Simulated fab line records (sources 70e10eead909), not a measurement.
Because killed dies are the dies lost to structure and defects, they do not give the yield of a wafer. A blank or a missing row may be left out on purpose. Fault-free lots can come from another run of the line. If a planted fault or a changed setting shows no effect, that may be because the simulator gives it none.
Matching of chambers ; flow nand_harc ; NHARC_A_M1_DEP_33 on pecvd-02: 3 sister chambers
The step deposits SiCN, target thk 30 nm. 18 wafers are shown with their chamber, then 9 later ones without.

## WAFERS PAIRED WITH THEIR CHAMBERS
wafer;chamber;showerhead_vpp_V (V);heater_power_w (W);heater_power_outer_w (W)
L078.2;2;1418;360;185
L078.3;0;1214;530;277
L078.6;2;1427;356;191
L082.1;0;1231;648;358
L082.3;1;1307;558;329
L082.5;2;1419;422;241
L084.3;0;1209;573;308
L084.5;1;1340;561;327
L084.6;0;1203;575;311
L083.1;1;1299;510;291
L083.2;0;1212;629;346
L083.5;1;1357;510;296
L086.2;2;1412;400;235
L086.3;0;1226;587;320
L086.6;1;1332;551;324
L089.1;2;1417;418;248
L089.3;1;1323;503;294
L089.4;1;1330;502;292

SIGNATURES (averages over the wafers above)
reading;chamber 0;chamber 1;chamber 2;scatter within a chamber
showerhead_vpp_V;1215.83;1326.86;1418.60;14.1
heater_power_w;590.33;527.86;391.20;34.1
heater_power_outer_w;320.00;307.57;220.00;25.4
Rule: a wafer's distance from a chamber is the root of the sum, over the readings, of the square of ((its reading less the chamber's mean) divided by the reading's scatter). The wafer belongs to the nearest chamber; if the next one is less than 2 further off, it can't be placed. The scatter: the root of (the sum of the squares of (reading less its chamber's mean) over the shown wafers, divided by (wafers less chambers)).

## WAFERS WITH NO CHAMBER GIVEN
wafer;showerhead_vpp_V (V);heater_power_w (W);heater_power_outer_w (W)
L088.4;1209;629;334
L088.5;1420;394;219
L088.6;1303;471;264
L090.2;1445;374;209
L090.3;1317;534;299
L090.6;1422;374;204
L093.2;1446;416;235
L093.3;1212;533;277
L093.5;1327;443;249

## WHICH CHAMBER EACH WENT THROUGH
wafer;from the rows above;in truth
L088.4;0;0
L088.5;2;2
L088.6;1;1
L090.2;2;2
L090.3;1;1
L090.6;2;2
L093.2;2;2
L093.3;0;0
L093.5;1;1
Correct placement for 9 of the 9. Left unplaced by these rows: 0. Placed wrongly: 0.
